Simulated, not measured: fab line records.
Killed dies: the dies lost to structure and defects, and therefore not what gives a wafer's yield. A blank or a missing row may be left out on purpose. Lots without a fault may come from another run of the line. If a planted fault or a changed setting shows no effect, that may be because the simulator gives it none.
Chamber matching + flow n5 finfet + 3 sister chambers for N5_BEOL_M11_CURE_72 on uv cure-01
The step cures SiCOH lowk, time 120 s. 6 wafers are shown with their chamber, then 8 later ones without.

## WAFERS PAIRED WITH THEIR CHAMBERS
| wafer  | chamber | wafer_temp_C_max | lamp power pct (%) |
|--------|---------|------------------|--------------------|
| L078.5 | 1       | 371.3            | 52.33              |
| L082.3 | 0       | 372.0            | 52.20              |
| L082.6 | 0       | 372.4            | 52.27              |
| L085.4 | 2       | 371.3            | 52.24              |
| L085.5 | 2       | 371.2            | 52.36              |
| L084.1 | 1       | 371.5            | 52.28              |

## WAFERS WHOSE CHAMBER IS MISSING
| wafer  | wafer_temp_C_max | lamp power pct (%) |
|--------|------------------|--------------------|
| L084.2 | 372.0            | 52.31              |
| L084.5 | 371.6            | 52.38              |
| L087.1 | 371.2            | 52.42              |
| L087.3 | 371.3            | 52.31              |
| L087.4 | 371.5            | 52.34              |
| L093.1 | 371.6            | 52.26              |
| L093.4 | 371.6            | 52.40              |
| L093.6 | 372.1            | 52.24              |

## WHICH CHAMBER EACH ONE RAN IN
| wafer  | from the rows above          | in truth |
|--------|------------------------------|----------|
| L084.2 | can't be placed: 0 or 1      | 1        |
| L084.5 | can't be placed: 1 or 2      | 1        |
| L087.1 | can't be placed: 2 or 1      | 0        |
| L087.3 | can't be placed: 2 or 1      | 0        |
| L087.4 | can't be placed: 1 or 2      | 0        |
| L093.1 | can't be placed: 1 or 2 or 0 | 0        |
| L093.4 | can't be placed: 1 or 2      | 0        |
| L093.6 | 0                            | 0        |
1 of 8 placed correctly. These rows do not allow placing 7 (true chamber among the candidates in 3). Wrongly placed: 0.
How it was worked out, from the rows above alone: a wafer's distance from a chamber is the root of the sum, over the readings, of the square of ((its reading less the chamber's mean) divided by the reading's scatter). The wafer belongs to the nearest chamber; if the next one is less than 2 further off, it can't be placed. A chamber's mean is the mean of its shown wafers. The scatter: the root of (the sum of the squares of (reading less its chamber's mean) over the shown wafers, divided by (wafers less chambers)).
